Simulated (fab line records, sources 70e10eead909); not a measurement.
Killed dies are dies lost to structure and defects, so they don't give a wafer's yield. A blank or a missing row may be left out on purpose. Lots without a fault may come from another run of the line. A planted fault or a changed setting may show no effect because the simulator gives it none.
fab line records | flow nand_harc
record lots=5 wafers=15 last_day=24
route steps=1159 shown P_STI@80 P_GATE@110
lots that met no fault: from a run of the same line without faults
start_h: hours from the record's first day to the start of the lot's first wafer shown | wait_h: hours since the lot's step before | " the same as in the row above | L1.1+2: a row that stands for several wafers | - no value, or no start given | * or withheld: withheld | < > ~ a bound
route shown NAME@n: a module of which the file shows steps, and the number in the route of the first | usual: mean/standard deviation of fault-free wafers | same: alike in all rows | chamber/n: place in a boat | sites: the reading at each site | _std_site: their standard deviation | _edge_site: outer sites' mean less inner sites' | radius_mm: how far each site lies from the wafer's centre | mask NAME#n: copy n | behind: the tool/chamber that last shaped the wafer | hold: why the lot was held/for how many hours/how that ended | device: the transistor (n, p or np) that didn't switch | end of line: the same wafers' tests at the end of the route | a step without rows: its recipe alone | killed: dies lost to structure and defects at the first sort, not the wafer's yield | map: a wafer's dies, x killed, . not, _ none there
set.NAME: the setting as run; set.NAME@STEP: as run at that earlier step | model.NAME: the simulator's own value behind a step, which no gauge read
lots at some steps of the route; a table a step, a row a wafer
services: from which hour (start_h, from the record's first day; less than 0 if before it) a tool's chamber was out of use, for how many hours, and why
## steps
# step NHARC_P_STI_EXPOSE_06
# recipe na=0.55 target_cd_nm=200 dose_mj=37.69 mask_id=P_STI
# columns lot.wafer tool chamber start_h wait_h mask
L080.1+4+6 krf_scanner-02 0 70.67 - P_STI#0
L086.2+4+5 krf_scanner-01 0 112.81 - P_STI#0
L089.2+4+5 krf_scanner-01 0 131.01 - P_STI#0
L093.2+3+4 krf_scanner-02 0 150.91 - P_STI#0
L094.3+5+6 krf_scanner-02 0 159.09 - P_STI#0
# step NHARC_P_STI_PEB_07
# recipe peb_temp_c=128 peb_time_s=80
# columns lot.wafer tool chamber start_h wait_h
L080.1+4+6 litho_track-03 0 70.74 0.1
L086.2+4+5 litho_track-05 0 112.87 0.1
L089.2+4+5 litho_track-03 0 131.07 0.1
L093.2+3+4 litho_track-07 0 150.97 0.1
L094.3+5+6 litho_track-07 0 159.14 0.1
# step NHARC_P_STI_DEVELOP_08
# recipe time_s=50 dev_temp_c=22
# same time_s=50
# columns lot.wafer tool chamber start_h wait_h
L080.1+4+6 litho_track-03 0 - -
L086.2+4+5 litho_track-05 0 - -
L089.2+4+5 litho_track-03 0 - -
L093.2+3+4 litho_track-07 0 - -
L094.3+5+6 litho_track-07 0 - -
# step NHARC_P_STI_CD_MEAS_09
# recipe target_cd_nm=200 landing_energy_ev=500
# usual cd_nm=200/4
# columns lot.wafer tool chamber start_h wait_h cd_nm
L080.1 cd_sem-01 0 70.82 - 202
L080.4 " 0 " " 202
L080.6 " 0 " " 201
L086.2 cd_sem-01 0 112.96 - 197
L086.4 " 0 " " 195
L086.5 " 0 " " 196
L089.2 cd_sem-02 0 131.16 - 203
L089.4 " 0 " " 200
L089.5 " 0 " " 202
L093.2 cd_sem-02 0 151.06 - 203
L093.3 " 0 " " 202
L093.4 " 0 " " 206
L094.3 cd_sem-03 0 159.24 - 206
L094.5 " 0 " " 203
L094.6 " 0 " " 204
# step NHARC_P_STI_OVL_MEAS_10
# usual overlay_x_nm=-1/5 overlay_y_nm=0/5.7
# columns lot.wafer tool chamber start_h wait_h overlay_x_nm overlay_y_nm
L080.1 overlay-01 - 70.91 - 0 1
L080.4 " - " " 1 1
L080.6 " - " " 1 1
L086.2 overlay-01 - 113.04 - -1 -6
L086.4 " - " " -1 -6
L086.5 " - " " -2 -6
L089.2 overlay-02 - 131.25 - -5 5
L089.4 " - " " -4 4
L089.5 " - " " -5 5
L093.2 overlay-01 - 151.14 - -8 5
L093.3 " - " " -7 5
L093.4 " - " " -8 5
L094.3 overlay-02 - 159.32 - 2 0
L094.5 " - " " 1 0
L094.6 " - " " 1 0
# step NHARC_P_STI_INSPECT_11
# usual raw_defect_count=5.7/2.7
# columns lot.wafer tool chamber start_h wait_h raw_defect_count
L080.1 defect_inspect-01 - 70.95 0.0 3
L080.4 " - " " 7
L080.6 " - " " 5
L086.2 defect_inspect-02 - 113.08 0.0 7
L086.4 " - " " 5
L086.5 " - " " 1
L089.2 defect_inspect-02 - 131.28 0.0 10
L089.4 " - " " 6
L089.5 " - " " 6
L093.2 defect_inspect-01 - 151.18 0.0 8
L093.3 " - " " 5
L093.4 " - " " 4
L094.3 defect_inspect-02 - 159.36 0.0 5
L094.5 " - " " 6
L094.6 " - " " 5
# step NHARC_P_STI_HARDBAKE_13
# recipe temp_c=118 time_s=65
# same time_s=65
# columns lot.wafer tool chamber start_h wait_h
L080.1+4+6 litho_track-05 0 71.01 0.1
L086.2+4+5 litho_track-07 0 113.14 0.1
L089.2+4+5 litho_track-07 0 131.34 0.1
L093.2+3+4 litho_track-03 0 151.24 0.1
L094.3+5+6 litho_track-03 0 159.42 0.1
# step NHARC_P_STI_DESCUM_14
# recipe time_s=3 o2_flow_sccm=200 ar_flow_sccm=0 bias_power_w=0 chemistry=O2
# usual drypump_motor_current_A=5.6/0.43 oes_product_au=1.008/0.012 rf_vpp_V=57.9/0.85 showerhead_plenum_p_Torr=1.94/0.075 throttle_valve_pct=11.310/0.009
# same time_s=3
# columns lot.wafer tool chamber start_h wait_h drypump_motor_current_A oes_product_au rf_hours_counter_h rf_vpp_V showerhead_plenum_p_Torr throttle_valve_pct
L080.4 rie_diel-11 0 71.08 - 5.5 1.019 3.2 57.0 1.89 11.305
L080.1 " 1 " " 5.5 1.011 3.7 57.8 1.82 11.302
L080.6 " 0 " " 5.5 1.020 - 58.7 1.89 11.306
L086.2 rie_diel-12 3 113.22 - 5.6 1.023 1.6 58.2 2.00 11.314
L086.4 " 1 " " 6.1 1.015 1.8 60.2 2.06 11.322
L086.5 " 3 " " 5.6 1.022 - 58.5 2.00 11.307
L089.4 rie_diel-12 1 131.42 - 6.1 1.007 2.0 58.1 2.06 11.323
L089.2 " 3 " " 5.6 1.005 1.8 58.7 2.00 11.304
L089.5 " 1 " " 6.0 1.001 - 58.1 2.06 11.299
L093.3 rie_diel-06 0 151.32 - 5.0 1.004 2.5 56.6 1.94 11.311
L093.2 " 1 " " 5.3 0.991 2.4 57.1 1.97 11.310
L093.4 " 2 " " 5.4 1.003 2.8 59.3 2.06 11.308
L094.3 rie_diel-11 3 159.52 - 5.7 1.023 8.9 58.0 1.89 11.293
L094.6 " 0 " " 5.5 1.013 - 59.0 1.89 11.297
L094.5 " 1 " " 5.4 1.021 - 56.5 1.82 11.305
# step NHARC_P_STI_ETCH_42
# recipe target_depth_a=800 overetch_a=240 time_s=61 ion_energy_ev=200 n2_flow_sccm=150 h2_flow_sccm=150 ar_flow_sccm=0 rf_w=400 bias_w=150 chemistry=N2/H2
# usual drypump_motor_current_A=5.6/0.43 oes_product_au=1.008/0.013 rf_vpp_V=431.2/2.5 showerhead_plenum_p_Torr=2.07/0.081 throttle_valve_pct=14.170/0.009
# same time_s=61
# columns lot.wafer tool chamber start_h wait_h drypump_motor_current_A oes_product_au rf_hours_counter_h rf_vpp_V showerhead_plenum_p_Torr throttle_valve_pct
L080.4 rie_diel-11 1 71.17 0.1 5.5 1.000 3.7 426.4 1.94 14.177
L080.1 " 2 " " 6.5 0.974 2.9 429.9 2.01 14.168
L080.6 " 0 " " 5.5 1.016 - 429.6 2.01 14.173
L086.4 rie_diel-12 0 113.31 0.1 5.0 1.009 1.7 431.2 2.06 14.177
L086.2 " 2 " " 5.6 1.005 1.7 426.1 1.94 14.183
L086.5 " 0 " " 5.0 1.023 - 431.5 2.06 14.186
L089.2 rie_diel-12 1 131.51 0.1 6.0 1.017 2.0 435.6 2.20 14.168
L089.4 " 3 " " 5.6 1.033 1.8 433.9 2.13 14.175
L089.5 " 1 " " 6.0 1.020 - 435.0 2.20 14.173
L093.4 rie_diel-06 1 151.40 0.1 5.3 1.001 2.4 433.2 2.10 14.172
L093.2 " 2 " " 5.4 1.006 2.8 434.2 2.20 14.166
L093.3 " 0 " " 5.0 1.011 2.6 429.9 2.07 14.171
L094.3 rie_diel-11 3 159.59 0.1 5.7 1.016 8.9 430.0 2.02 14.181
L094.6 " 2 " " 6.5 0.980 - 427.4 2.01 14.170
L094.5 " 3 " " 5.7 1.011 - 430.6 2.02 14.159
# step NHARC_P_STI_ETCH_31
# recipe target_depth_a=1089 time_s=54.5 cf4_flow_sccm=100 chf3_flow_sccm=30 ar_flow_sccm=0 rf_w=500 bias_w=200 chemistry=CF4/CHF3
# usual drypump_motor_current_A=5.6/0.43 oes_product_au=0.966/0.021 rf_vpp_V=371.1/2 showerhead_plenum_p_Torr=1.59/0.059 throttle_valve_pct=16.801/0.0095
# same time_s=54.5
# columns lot.wafer tool chamber start_h wait_h drypump_motor_current_A oes_product_au rf_hours_counter_h rf_vpp_V showerhead_plenum_p_Torr throttle_valve_pct
L080.4 rie_diel-11 3 - - 5.7 0.936 3.1 368.7 1.56 16.817
L080.1 " 0 " " 5.4 0.936 3.3 370.4 1.56 16.805
L080.6 " 2 " " 6.5 0.907 - 370.6 1.55 16.800
L086.4 rie_diel-12 2 - - 5.6 0.983 1.7 367.4 1.50 16.796
L086.2 " 0 " " 5.0 0.971 1.7 371.5 1.59 16.811
L086.5 " 2 " " 5.6 0.969 - 369.5 1.50 16.813
L089.4 rie_diel-12 0 - - 5.0 0.991 1.9 371.1 1.59 16.804
L089.2 " 1 " " 6.1 0.976 2.0 373.8 1.69 16.794
L089.5 " 3 " " 5.6 1.001 - 372.4 1.64 16.820
L093.3 rie_diel-06 3 - - 6.0 0.998 2.9 370.7 1.60 16.788
L093.2 " 0 " " 5.0 0.974 2.6 370.7 1.59 16.790
L093.4 " 1 " " 5.3 0.949 2.4 372.2 1.62 16.810
L094.3 rie_diel-11 1 - - 5.5 0.989 8.8 368.3 1.50 16.814
L094.5 " 1 " " 5.4 0.982 - 367.6 1.50 16.793
L094.6 " 2 " " 6.5 0.972 - 368.5 1.55 16.792
# step NHARC_P_STI_ETCH_15
# recipe target_depth_a=3000 taper_deg=4 time_s=100.1 hbr_flow_sccm=150 cl2_flow_sccm=50 rf_w=400 icp_w=400 bias_w=100 chemistry=HBr/Cl2
# usual drypump_motor_current_A=5.8/0.38 oes_product_au=0.998/0.012 throttle_valve_pct=26.406/0.0092
# same time_s=100.1
# columns lot.wafer tool chamber start_h wait_h drypump_motor_current_A oes_product_au rf_hours_counter_h throttle_valve_pct
L080.1 rie_si-05 2 71.40 - 6.2 0.996 0.0 26.405
L080.4 " 3 " " 6.2 1.009 0.0 26.403
L080.6 " 0 " " 5.7 0.997 - 26.417
L086.2 rie_si-01 2 113.52 - 5.9 1.004 1.3 26.423
L086.5 " 0 " " 5.2 1.003 - 26.416
L086.4 " 2 " " 5.8 0.983 - 26.413
L089.2 rie_si-02 2 131.71 - 5.0 1.015 0.8 26.408
L089.4 " 3 " " 5.9 0.990 0.7 26.406
L089.5 " 2 " " 5.0 1.016 - 26.412
L093.3 rie_si-01 3 151.61 - 6.3 1.012 0.1 26.443
L093.2 " 0 " " 5.3 0.989 0.2 26.422
L093.4 " 1 " " 5.8 0.999 0.1 26.408
L094.3 rie_si-05 1 159.80 - 5.5 1.025 0.7 26.418
L094.5 " 3 " " 6.2 1.016 - 26.407
L094.6 " 0 " " 5.7 1.002 - 26.404
# step NHARC_P_STI_CD_MEAS_16
# usual cd_nm=200/4.3
# columns lot.wafer tool chamber start_h wait_h cd_nm
L080.1 cd_sem-02 - 71.53 - 201
L080.4 " - " " 201
L080.6 " - " " 201
L086.2 cd_sem-03 - 113.70 - 196
L086.4 " - " " 195
L086.5 " - " " 195
L089.2 cd_sem-01 - 131.86 - 202
L089.4 " - " " 201
L089.5 " - " " 203
L093.2 cd_sem-01 - 151.76 - 203
L093.3 " - " " 203
L093.4 " - " " 208
L094.3 cd_sem-02 - 159.94 - 206
L094.5 " - " " 203
L094.6 " - " " 203
# step NHARC_P_STI_OCD_MEAS_17
# usual trench_depth_nm=300/5.1 trench_foot_cd_nm=158/4
# columns lot.wafer tool chamber start_h wait_h trench_depth_nm trench_foot_cd_nm
L080.1 ocd-02 - 71.62 0.1 298 161
L080.4 " - " " 304 160
L080.6 " - " " 301 159
L086.2 ocd-01 - 113.78 0.1 300 155
L086.4 " - " " 298 154
L086.5 " - " " 300 154
L089.2 ocd-02 - 131.94 0.1 308 160
L089.4 " - " " 294 159
L089.5 " - " " 306 159
L093.2 ocd-02 - 151.84 0.1 300 161
L093.3 " - " " 309 159
L093.4 " - " " 300 164
L094.3 ocd-02 - 160.02 0.1 310 162
L094.5 " - " " 308 159
L094.6 " - " " 301 162
# step NHARC_P_STI_STRIP_19
# recipe time_s=900 temp_c=130 chemistry=SPM
# same time_s=900
# columns lot.wafer tool chamber start_h wait_h
L080.6+1+4 wet_bench-09 6,7,1 71.69 0.1
L086.2+5+4 wet_bench-05 1,4,6 113.84 0.1
L089.4+2+5 wet_bench-05 5,6,7 132.03 0.1
L093.2+4+3 wet_bench-09 0,4,5 151.90 0.1
L094.6+5+3 wet_bench-07 0,2,3 160.09 0.1
# step NHARC_P_STI_PRECLEAN_32
# recipe time_s=* temp_c=50 bath_age_min=0 chemistry=SC1
# usual nh4oh_flow_mL_min=28.30/0.093
# same time_s=*
# columns lot.wafer tool chamber start_h wait_h nh4oh_flow_mL_min
L080.6 wet_bench-09 6 - - 28.20
L080.1 " 7 " " 28.23
L080.4 " 1 " " 28.21
L086.2 wet_bench-05 1 - - 28.35
L086.5 " 4 " " 28.23
L086.4 " 6 " " 28.20
L089.4 wet_bench-05 5 - - 28.40
L089.2 " 6 " " 28.34
L089.5 " 7 " " 28.33
L093.2 wet_bench-09 0 - - 28.29
L093.4 " 4 " " 28.39
L093.3 " 5 " " 28.08
L094.6 wet_bench-07 0 - - 28.39
L094.5 " 2 " " 28.15
L094.3 " 3 " " 28.28
# step NHARC_P_STI_SRD_23
# columns lot.wafer tool chamber start_h wait_h
L080.6+1+4 wet_bench-09 6,7,1 - -
L086.2+5+4 wet_bench-05 1,4,6 - -
L089.4+2+5 wet_bench-05 5,6,7 - -
L093.2+4+3 wet_bench-09 0,4,5 - -
L094.6+5+3 wet_bench-07 0,2,3 - -
# step NHARC_P_STI_OCD_MEAS_43
# usual trench_depth_nm=300/5.1 trench_foot_cd_nm=158/4
# columns lot.wafer tool chamber start_h wait_h trench_depth_nm trench_foot_cd_nm
L080.1 ocd-01 - 72.12 - 298 160
L080.4 " - " " 304 160
L080.6 " - " " 301 159
L086.2 ocd-01 - 114.30 - 300 155
L086.4 " - " " 297 154
L086.5 " - " " 300 155
L089.2 ocd-02 - 132.47 - 309 160
L089.4 " - " " 293 159
L089.5 " - " " 306 159
L093.2 ocd-01 - 152.35 - 300 161
L093.3 " - " " 309 159
L093.4 " - " " 300 164
L094.3 ocd-02 - 160.54 - 310 162
L094.5 " - " " 307 160
L094.6 " - " " 301 162
# step NHARC_P_STI_OXIDE_33
# recipe target_thk_a=100 temp_c=1000 ox_time_s=281 material=SiO2
# usual spike_tc_upper_C=999.2/1.2 zone_power_bottom_pct=33.1/2.4
# columns lot.wafer tool chamber start_h wait_h spike_tc_upper_C zone_power_bottom_pct
L080.1 furnace-07 0 75.84 3.7 999.4 33.3
L080.4 " 0 " " 1000.3 33.1
L080.6 " 0 " " 1000.1 34.0
L086.2 furnace-07 0 119.81 5.5 999.3 33.4
L086.4 " 0 " " 996.8 33.4
L086.5 " 0 " " 999.7 33.2
L089.2 furnace-02 0 136.16 3.7 1001.2 38.4
L089.4 " 0 " " 1000.7 39.3
L089.5 " 0 " " 1001.6 38.4
L093.2 furnace-07 0 158.11 5.8 998.2 33.5
L093.3 " 0 " " 998.7 33.6
L093.4 " 0 " " 998.8 34.0
L094.3 furnace-07 0 165.42 4.9 998.6 33.9
L094.5 " 0 " " 998.7 33.6
L094.6 " 0 " " 997.0 33.3
# step NHARC_P_STI_HDPCVD_20
# recipe target_thk_a=withheld sigma_open_frac=withheld material=SiO2
# columns lot.wafer tool chamber start_h wait_h
L080.1+4+6 hdpcvd-01 1,0,0 80.64 0.5
L086.2+4+5 hdpcvd-01 1,1,0 125.03 0.9
L089.2+4+5 hdpcvd-01 1 141.44 0.9
L093.2+3+4 hdpcvd-01 0,0,1 162.74 0.4
L094.3+6+5 hdpcvd-01 1,0,1 170.88 1.1
# step NHARC_P_STI_ANNEAL_34
# recipe temp_c=1000 time_s=1800
# usual spike_tc_upper_C=1000.0/1.4 tube_center_temp_C_max=1002.6/0.43 zone_power_bottom_pct=35/3.7
# same time_s=1800
# columns lot.wafer tool chamber start_h wait_h spike_tc_upper_C tube_center_temp_C_max zone_power_bottom_pct
L080.1 furnace-02 0 85.11 4.4 1001.1 1002.6 39
L080.4 " 0 " " 1001.0 1003.1 39
L080.6 " 0 " " 1001.8 1002.4 39
L086.2 furnace-01 0 130.75 5.6 999.9 1002.7 31
L086.4 " 0 " " 998.8 1002.5 31
L086.5 " 0 " " 1000.3 1002.4 31
L089.2 furnace-02 0 148.63 7.1 1001.5 1001.8 39
L089.4 " 0 " " 1001.3 1002.7 39
L089.5 " 0 " " 1000.5 1003.0 39
L093.2 furnace-01 0 168.69 5.9 999.7 1002.7 32
L093.3 " 0 " " 999.1 1002.7 31
L093.4 " 0 " " 1000.2 1002.5 32
L094.3 furnace-02 0 174.71 3.7 1001.2 1002.5 39
L094.5 " 0 " " 1002.1 1002.5 39
L094.6 " 0 " " 1000.5 1001.8 38
# step NHARC_P_STI_CMP_21
# recipe t_overpolish_s=20 target_thk_nm=380.67
# usual motor_current_A=11.7/1.3 overpolish_run_s=19.999/0.0093
# columns lot.wafer tool chamber start_h wait_h motor_current_A overpolish_run_s
L080.1 cmp-01 0 90.12 0.4 10.9 20.015
L080.4 " 1 " " 9.7 20.006
L080.6 " 2 " " 10.9 19.995
L086.4 cmp-02 2 135.74 0.4 11.9 20.013
L086.2 " 3 " " 9.6 20.001
L086.5 " 0 " " 13.0 19.988
L089.2 cmp-02 2 153.69 0.4 11.6 19.993
L089.4 " 3 " " 10.0 20.002
L089.5 " 1 " " 12.8 19.996
L093.4 cmp-01 3 173.62 0.4 13.6 20.011
L093.3 " 0 " " 11.8 19.989
L093.2 " 1 " " 10.1 19.996
L094.3 cmp-02 3 179.54 0.4 9.8 20.013
L094.6 " 3 " " 9.6 20.001
L094.5 " 0 " " 12.4 20.002
# step NHARC_P_STI_SRD_35
# columns lot.wafer tool chamber start_h wait_h
L080.1+6+4 wet_bench-07 0,4,5 90.37 0.0
L086.4+5+2 wet_bench-05 7,0,1 135.99 0.0
L089.2+4+5 wet_bench-05 1,2,3 153.96 0.1
L093.2+3+4 wet_bench-05 0,1,4 173.90 0.0
L094.5+3+6 wet_bench-05 6,7,2 179.84 0.0
# step NHARC_P_STI_ETCH_36
# recipe target_depth_a=388 chemistry=dHF material=SiO2
# columns lot.wafer tool chamber start_h wait_h
L080.1+6+4 wet_bench-07 0,4,5 90.40 0.0
L086.4+5+2 wet_bench-05 7,0,1 136.02 0.0
L089.2+4+5 wet_bench-05 1,2,3 153.98 0.0
L093.2+3+4 wet_bench-05 0,1,4 173.92 0.0
L094.5+3+6 wet_bench-05 6,7,2 179.87 0.0
# step NHARC_P_STI_STRIP_24
# recipe temp_c=160 chemistry=H3PO4 material=Si3N4
# columns lot.wafer tool chamber start_h wait_h
L080.1+6+4 wet_bench-07 0,4,5 90.41 0.0
L086.4+5+2 wet_bench-05 7,0,1 136.03 0.0
L089.2+4+5 wet_bench-05 1,2,3 154.01 0.0
L093.2+3+4 wet_bench-05 0,1,4 173.94 0.0
L094.5+3+6 wet_bench-05 6,7,2 179.88 0.0
# step NHARC_P_STI_ETCH_37
# recipe target_depth_a=110 chemistry=dHF material=SiO2
# columns lot.wafer tool chamber start_h wait_h
L080.1+6+4 wet_bench-07 0,4,5 - -
L086.4+5+2 wet_bench-05 7,0,1 - -
L089.2+4+5 wet_bench-05 1,2,3 - -
L093.2+3+4 wet_bench-05 0,1,4 - -
L094.5+3+6 wet_bench-05 6,7,2 - -
# step NHARC_P_STI_PRECLEAN_38
# recipe time_s=* temp_c=50 bath_age_min=0 chemistry=SC1
# usual nh4oh_flow_mL_min=28.30/0.092
# same time_s=*
# columns lot.wafer tool chamber start_h wait_h nh4oh_flow_mL_min
L080.1 wet_bench-07 0 - - 28.34
L080.6 " 4 " " 28.35
L080.4 " 5 " " 28.24
L086.4 wet_bench-05 7 - - 28.35
L086.5 " 0 " " 28.28
L086.2 " 1 " " 28.41
L089.2 wet_bench-05 1 - - 28.19
L089.4 " 2 " " 28.41
L089.5 " 3 " " 28.36
L093.2 wet_bench-05 0 - - 28.29
L093.3 " 1 " " 28.31
L093.4 " 4 " " 28.13
L094.5 wet_bench-05 6 - - 28.27
L094.3 " 7 " " 28.40
L094.6 " 2 " " 28.25
# step NHARC_P_STI_SRD_39
# columns lot.wafer tool chamber start_h wait_h
L080.1+6+4 wet_bench-07 0,4,5 - -
L086.4+5+2 wet_bench-05 7,0,1 - -
L089.2+4+5 wet_bench-05 1,2,3 - -
L093.2+3+4 wet_bench-05 0,1,4 - -
L094.5+3+6 wet_bench-05 6,7,2 - -
# step NHARC_P_STI_OXIDE_40
# recipe target_thk_a=100 temp_c=900 ox_time_s=1362 material=SiO2
# usual spike_tc_upper_C=899.4/1.4 zone_power_bottom_pct=26.9/2.6
# columns lot.wafer tool chamber start_h wait_h spike_tc_upper_C zone_power_bottom_pct
L080.1 furnace-01 0 97.74 - 898.9 24.8
L080.4 " 0 " " 897.7 24.7
L080.6 " 0 " " 898.8 24.6
L086.2 furnace-02 0 144.95 - 901.0 30.6
L086.4 " 0 " " 900.9 30.7
L086.5 " 0 " " 902.4 30.8
L089.2 furnace-02 0 159.14 - 898.6 30.6
L089.4 " 0 " " 901.2 31.6
L089.5 " 0 " " 901.2 30.7
L093.2 furnace-07 0 180.51 - 898.6 26.3
L093.3 " 0 " " 899.1 26.6
L093.4 " 0 " " 897.4 26.1
L094.3 furnace-07 0 180.51 - 898.0 26.2
L094.5 " 0 " " 899.0 26.3
L094.6 " 0 " " 899.8 26.4
# step NHARC_P_STI_INSPECT_25
# usual raw_defect_count=220/86
# columns lot.wafer tool chamber start_h wait_h raw_defect_count
L080.1 defect_inspect-02 - 101.83 0.4 187
L080.4 " - " " 192
L080.6 " - " " 153
L086.2 defect_inspect-01 - 148.99 0.4 219
L086.4 " - " " 377
L086.5 " - " " 222
L089.2 defect_inspect-02 - 163.18 0.4 189
L089.4 " - " " 235
L089.5 " - " " 309
L093.2 defect_inspect-01 - 184.58 0.4 170
L093.3 " - " " 194
L093.4 " - " " 234
L094.3 defect_inspect-01 - 184.58 0.4 229
L094.5 " - " " 160
L094.6 " - " " 174
# step NHARC_P_GATE_ETCH_69
# recipe target_depth_a=140 chemistry=dHF material=SiO2
# columns lot.wafer tool chamber start_h wait_h
L080.1+6+4 wet_bench-02 6,0,2 101.88 0.1
L086.4+2+5 wet_bench-04 2,3,5 149.15 0.2
L089.4+2+5 wet_bench-02 4,5,6 163.26 0.1
L093.4+3+2 wet_bench-04 6,7,2 184.65 0.1
L094.3+5+6 wet_bench-01 5,6,1 184.74 0.2
# step NHARC_P_GATE_PRECLEAN_70
# recipe time_s=* temp_c=50 bath_age_min=0 chemistry=SC1
# usual nh4oh_flow_mL_min=28.31/0.095
# same time_s=*
# columns lot.wafer tool chamber start_h wait_h nh4oh_flow_mL_min
L080.1 wet_bench-02 6 101.97 0.1 28.21
L080.6 " 0 " " 28.37
L080.4 " 2 " " 28.31
L086.4 wet_bench-04 2 149.24 0.1 28.21
L086.2 " 3 " " 28.17
L086.5 " 5 " " 28.53
L089.4 wet_bench-02 4 163.33 0.1 28.34
L089.2 " 5 " " 28.16
L089.5 " 6 " " 28.20
L093.4 wet_bench-04 6 184.73 0.1 28.35
L093.3 " 7 " " 28.29
L093.2 " 2 " " 28.43
L094.3 wet_bench-01 5 184.83 0.1 28.21
L094.5 " 6 " " 28.31
L094.6 " 1 " " 28.48
# step NHARC_P_GATE_SRD_01
# columns lot.wafer tool chamber start_h wait_h
L080.1+6+4 wet_bench-02 6,0,2 - -
L086.4+2+5 wet_bench-04 2,3,5 - -
L089.4+2+5 wet_bench-02 4,5,6 - -
L093.4+3+2 wet_bench-04 6,7,2 - -
L094.3+5+6 wet_bench-01 5,6,1 - -
# step NHARC_P_GATE_OXIDE_02
# recipe target_thk_a=375 temp_c=950 p_h2o_torr=720 ox_time_s=365 material=SiO2
# usual spike_tc_upper_C=950.8/1.2 zone_power_bottom_pct=33.7/1.8
# columns lot.wafer tool chamber start_h wait_h spike_tc_upper_C zone_power_bottom_pct
L080.1 furnace-06 0 105.11 - 949.5 30.9
L080.4 " 0 " " 949.6 30.5
L080.6 " 0 " " 950.7 31.0
L086.2 furnace-08 0 152.38 - 950.3 33.4
L086.4 " 0 " " 950.1 33.5
L086.5 " 0 " " 951.7 33.3
L089.2 furnace-03 0 166.23 - 951.4 35.5
L089.4 " 0 " " 952.5 35.6
L089.5 " 0 " " 952.4 35.7
L093.2 furnace-03 0 187.78 - 951.9 35.5
L093.3 " 0 " " 951.9 35.0
L093.4 " 0 " " 952.0 35.2
L094.3 furnace-03 0 187.78 - 952.7 35.4
L094.5 " 0 " " 950.7 35.1
L094.6 " 0 " " 950.1 35.5
# step NHARC_P_GATE_DEHYDRATE_03
# recipe temp_c=150 time_s=120
# same time_s=120
# columns lot.wafer tool chamber start_h wait_h
L080.1+4+6 litho_track-03 0 109.68 0.4
L086.2+4+5 litho_track-03 0 156.93 0.4
L089.2+4+5 litho_track-03 0 170.83 0.4
L093.2+3+4 litho_track-05 0 192.45 0.4
L094.3+5+6 litho_track-02 0 192.45 0.4
# step NHARC_P_GATE_HMDS_04
# recipe time_s=30
# same time_s=30
# columns lot.wafer tool chamber start_h wait_h
L080.1+4+6 litho_track-03 0 - -
L086.2+4+5 litho_track-03 0 - -
L089.2+4+5 litho_track-03 0 - -
L093.2+3+4 litho_track-05 0 - -
L094.3+5+6 litho_track-02 0 - -
# step NHARC_P_GATE_COAT_05
# recipe spin_rpm=4690
# usual spin_speed_rpm=4690/3.5
# columns lot.wafer tool chamber start_h wait_h spin_speed_rpm
L080.1 litho_track-03 0 - - 4691
L080.4 " 0 " " 4692
L080.6 " 0 " " 4690
L086.2 litho_track-03 0 - - 4687
L086.4 " 0 " " 4693
L086.5 " 0 " " 4692
L089.2 litho_track-03 0 - - 4689
L089.4 " 0 " " 4687
L089.5 " 0 " " 4689
L093.2 litho_track-05 0 - - 4688
L093.3 " 0 " " 4686
L093.4 " 0 " " 4687
L094.3 litho_track-02 0 - - 4686
L094.5 " 0 " " 4687
L094.6 " 0 " " 4698
# step NHARC_P_GATE_SOFTBAKE_06
# recipe temp_c=122 time_s=95
# same time_s=95
# columns lot.wafer tool chamber start_h wait_h
L080.1+4+6 litho_track-03 0 - -
L086.2+4+5 litho_track-03 0 - -
L089.2+4+5 litho_track-03 0 - -
L093.2+3+4 litho_track-05 0 - -
L094.3+5+6 litho_track-02 0 - -
# step NHARC_P_GATE_EBR_07
# columns lot.wafer tool chamber start_h wait_h
L080.1+4+6 litho_track-03 0 - -
L086.2+4+5 litho_track-03 0 - -
L089.2+4+5 litho_track-03 0 - -
L093.2+3+4 litho_track-05 0 - -
L094.3+5+6 litho_track-02 0 - -
# step NHARC_P_GATE_EXPOSE_08
# recipe na=0.6 dose_mj=16.75 mask_id=P_HV
# columns lot.wafer tool chamber start_h wait_h mask
L080.1+4+6 krf_scanner-03 0 109.95 - P_HV#0
L086.2+4+5 krf_scanner-04 0 157.36 - P_HV#0
L089.2+4+5 krf_scanner-04 0 170.98 - P_HV#0
L093.2+3+4 krf_scanner-03 0 192.74 - P_HV#0
L094.3+5+6 krf_scanner-03 0 192.78 - P_HV#0
## services
# columns tool chamber start_h hours kind
rie_diel-06 2 48.48 5.0 repair
cmp-02 - 61.20 3.1 repair
litho_track-05 - 62.00 7.0 pm
rie_diel-06 - 64.20 9.0 pm
krf_scanner-03 - 74.83 1.8 repair
rie_diel-06 1 76.39 4.0 repair
rie_diel-11 1 76.69 8.8 repair
krf_scanner-02 - 77.34 4.0 pm
cmp-02 - 82.15 0.4 repair
krf_scanner-03 - 93.72 6.3 repair
wet_bench-07 - 96.02 8.0 pm
cmp-02 - 107.64 0.8 repair
furnace-02 - 109.62 26.0 pm
hdpcvd-01 - 111.00 13.0 pm
wet_bench-09 - 112.84 8.0 pm
cmp-02 - 125.65 2.3 repair
cmp-02 - 128.50 4.0 pm
cmp-02 - 149.92 1.4 repair
wet_bench-04 - 163.20 8.0 pm
litho_track-02 - 165.00 7.0 pm
krf_scanner-03 - 168.00 4.0 pm
wet_bench-02 - 180.00 8.0 pm
litho_track-07 - 189.00 7.0 pm
rie_diel-11 - 189.50 9.0 pm
## key
fault none
